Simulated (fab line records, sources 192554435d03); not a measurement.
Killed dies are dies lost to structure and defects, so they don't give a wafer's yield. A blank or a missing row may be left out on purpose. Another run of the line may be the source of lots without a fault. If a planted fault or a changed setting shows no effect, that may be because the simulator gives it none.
Split-lot experiment	flow n5-finfet	39 wafers read across 7 lots, on a route 1938 steps long

ON THE SPLIT
At N5_MIM_BOT_SPUTTER_00 (material TiN, target thk 35 nm, time 89.7 s), the setting target-thk-a was moved away from the recipe's 350 angstrom on 12 of the 39 wafers read, by -42.7% to +52.2%. The other wafers ran this setting at the recipe's value.

The split's own step is where the reading is taken.

THE READING
TiN_of_MIM_BOT_SPUTTER_00.thk-nm (the simulator's own value, which no gauge read), in nm, at N5_MIM_BOT_SPUTTER_00 (material TiN, target thk 35 nm, time 89.7 s). The file does not state a usual value for it. Across the 27 wafers here that went through the recipe, the average is 34.7 nm and the standard deviation 0.46 nm.

wafer	tool, chamber at the split	target-thk-a as run, angstrom	against the recipe	TiN_of_MIM_BOT_SPUTTER_00.thk-nm, nm	against lot-mates on the recipe
L078.1	pvd-sputter-01, -	477.6	+36.5%	47.2	+13.1
L078.2	pvd-sputter-01, -	350	recipe	34	-
L078.4	pvd-sputter-01, -	350	recipe	34	-
L078.3	pvd-sputter-01, -	350	recipe	34.4	-
L078.5	pvd-sputter-01, -	477.6	+36.5%	46.6	+12.5
L078.6	pvd-sputter-01, -	477.6	+36.5%	46.8	+12.7
L079.1	pvd-sputter-03, -	350	recipe	34.2	-
L079.6	pvd-sputter-03, -	350	recipe	34.2	-
L079.2	pvd-sputter-03, -	350	recipe	35.2	-
L079.3	pvd-sputter-03, -	350	recipe	35.4	-
L079.4	pvd-sputter-03, -	350	recipe	35.4	-
L079.5	pvd-sputter-03, -	350	recipe	35.6	-
L081.1	pvd-sputter-02, -	350	recipe	35.6	-
L081.2	pvd-sputter-02, -	350	recipe	35	-
L081.3	pvd-sputter-02, -	200.7	-42.7%	19.6	-15.5
L081.4	pvd-sputter-02, -	200.7	-42.7%	19.8	-15.3
L081.5	pvd-sputter-02, -	200.7	-42.7%	19.8	-15.3
L081.6	pvd-sputter-02, -	350	recipe	34.6	-
L082.1	pvd-sputter-02, -	350	recipe	34.8	-
L082.2	pvd-sputter-02, -	350	recipe	34.4	-
L082.3	pvd-sputter-02, -	350	recipe	34.4	-
L082.6	pvd-sputter-02, -	350	recipe	34.4	-
L082.4	pvd-sputter-02, -	350	recipe	35	-
L082.5	pvd-sputter-02, -	350	recipe	34.6	-
L085.1	pvd-sputter-03, -	532.6	+52.2%	52.8	+18.1
L085.2	pvd-sputter-03, -	350	recipe	35	-
L085.3	pvd-sputter-03, -	350	recipe	34.6	-
L085.4	pvd-sputter-03, -	532.6	+52.2%	53.2	+18.5
L085.5	pvd-sputter-03, -	532.6	+52.2%	53.4	+18.7
L085.6	pvd-sputter-03, -	350	recipe	34.4	-
L084.1	pvd-sputter-01, -	350	recipe	34.6	-
L084.2	pvd-sputter-01, -	350	recipe	35	-
L084.4	pvd-sputter-01, -	350	recipe	35	-
L084.3	pvd-sputter-01, -	516.6	+47.6%	52	+17.1
L084.5	pvd-sputter-01, -	516.6	+47.6%	51.6	+16.7
L084.6	pvd-sputter-01, -	516.6	+47.6%	52.2	+17.3
L093.3	pvd-sputter-01, -	350	recipe	34.2	-
L093.4	pvd-sputter-01, -	350	recipe	34.2	-
L093.5	pvd-sputter-01, -	350	recipe	34.6	-

THE FIT
A straight line over all 39 wafers: TiN_of_MIM_BOT_SPUTTER_00.thk-nm changes by +0.352 nm for each +1% of target-thk-a; r = +1.00; the points scatter about the line by 0.48 nm.
The same after taking each lot's own level away (the mean of its wafers on the recipe; 39 wafers): +0.356 nm for each +1%; r = +1.00; scatter 0.34 nm.
Per that fit: largest target-thk-a move, reading shift of 19 nm.
The lots' own levels span 34.13 to 35.07 nm, that is 2.0 times the standard deviation above.
The two slopes agree, so the slope changes little with the lot-to-lot level.
Check: with one of the wafers moved furthest among these (+52.2%) left out of the fit, the line predicts +18.6 nm for it against its lot-mates. It came out at +18.1 nm against them.

OTHER SPLITS ON THESE WAFERS
These wafers also went through other splits before the reading. Each is held against what the fit with the lots' levels taken away leaves over:
other split on the same wafers	wafers away from the commonest value	r with TiN_of_MIM_BOT_SPUTTER_00.thk-nm (lot level and that fit taken away)
N5_BEOL_M12_ILD_DEP_00 time-s	9	+0.01
N5_BEOL_M12_ETCH_68 target-depth-a	18	+0.05

THE FILE'S OWN FIT
TiN_of_MIM_BOT_SPUTTER_00.thk-nm changes by +0.356 nm for each +1% of target-thk-a, r = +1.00.
